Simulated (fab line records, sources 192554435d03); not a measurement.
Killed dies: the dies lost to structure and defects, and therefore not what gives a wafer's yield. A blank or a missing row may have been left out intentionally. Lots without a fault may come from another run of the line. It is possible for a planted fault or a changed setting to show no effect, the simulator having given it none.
8D (eight disciplines) problem report, filled in by code | flow n5 finfet | the parts of the form that need people (team, actions taken, sign-off) are left out

== 1. THE PROBLEM ==
platen rpm at N5_MOL_CONTACT_COAG_CMP_52 reads a mean of 52.29 rpm on 1 wafer of 1 lot; wafers without a fault read 50.28 rpm with a standard deviation of 0.036. Measured from the usual mean, that is +56 standard deviations.
The step: polishes, stops on SiO2, t overpolish 1.5 s, target thk 66.5 nm.
Earliest sighting: wafer L235.4 on cmp-04 at day 8 15:56. At this step, 26 wafers from 9 lots have a number in the record. By rule, "out" or "out of limits" means more than 4 standard deviations away from the usual mean. Any other wafer with a number is counted as sound.

== 2. WHAT IT IS, AND WHAT IT ISN'T ==
question                    | is               | is not
which readings at this step | platen rpm       | motor current A, overpolish run s, time to endpoint s
which lots                  | L235             | L223, L224, L228, L238, L240, L241, L243, L244
which wafers of those lots  | L235.4           | L235.1, L235.3
read on which tools         | cmp-04           | cmp-01, cmp-02
when                        | from day 8 15:56 | up to then (11 sound wafers); but 14 sound wafers of L238, L240, L241, L243, L244 came after

== 3. WHAT RULES OUT EACH SUSPECT ==
Counting: any tool at a process step up to the reading remains a suspect provided it ran every lot that is out. Sound lots after the first of them don't rule it out here, since some wafers of a struck lot are sound.
- rie diel-03 at N5_MOL_CONTACT_COAG_ETCHBACK_134 (etches SiO2 in CHF3, target depth 10 nm, time 6.7 s): kept. It ran the lot that is out, L235 (day 8 14:58).
- rie diel-03 at N5_MOL_CONTACT_COAG_ETCHBACK_136 (etches SiO2 in CHF3, target depth 25 nm, time 16.7 s): kept. It ran the lot that is out, L235 (day 8 15:05).
- cmp-04 at N5_MOL_CONTACT_COAG_CMP_52 (polishes, stops on SiO2, t overpolish 1.5 s, target thk 66.5 nm): kept. The lot that is out, L235, ran on it at day 8 15:56; the last sound lot it ran before that was L228, at day 6 22:31. Its own platen rpm readings are out on those wafers.
- In rie diel-03 at N5_MOL_CONTACT_COAG_ETCHBACK_134, the wafers that are out were processed in chamber 3 and their sound lot-mates in chambers 1, 2.
- In rie diel-03 at N5_MOL_CONTACT_COAG_ETCHBACK_136, the wafers that are out were processed in chamber 3 and their sound lot-mates in chambers 1, 2.
- In cmp-04 at N5_MOL_CONTACT_COAG_CMP_52, the wafers that are out were processed in chamber 1 and their sound lot-mates in chambers 0, 3.
Still standing after the count: rie diel-03 at N5_MOL_CONTACT_COAG_ETCHBACK_134, rie diel-03 at N5_MOL_CONTACT_COAG_ETCHBACK_136, cmp-04 at N5_MOL_CONTACT_COAG_CMP_52.

== 4. THE CAUSE (what the simulator had put in) ==
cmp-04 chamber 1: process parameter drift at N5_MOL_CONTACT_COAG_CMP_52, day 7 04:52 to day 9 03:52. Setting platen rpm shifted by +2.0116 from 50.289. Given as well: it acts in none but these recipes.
Counting leaves 3 suspects; this tool is one of them.

== 5. THE CHAIN OF EFFECTS, in route order ==
Rows list readings where the struck wafers' mean (over those with a number) sits beyond 3 standard deviations from the usual. Only readings whose record carries a usual standard deviation are examined. hours: median over the lots of the time between each lot's start at the first step of this table that gives one and its start at this step. sigmas: the change, counted in usual standard deviations.
hours | step                       | reading    | usual     | on struck wafers | change | sigmas
0     | N5_MOL_CONTACT_COAG_CMP_52 | platen rpm | 50.28 rpm | 52.29            | +2.01  | +56
Process steps it contains:
- N5_MOL_CONTACT_COAG_CMP_52: polishes, stops on SiO2, t overpolish 1.5 s, target thk 66.5 nm.
Later measuring or inspecting steps at which every struck wafer that the step has a row for has a number for every such reading, and none has moved that far: N5_BEOL_M4_RC_MEAS_101.

== 6. WHAT WOULD HAVE CAUGHT IT SOONER ==
In this record the first reading out of limits was taken at day 8 15:56, 35 hours after the fault began at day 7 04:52.
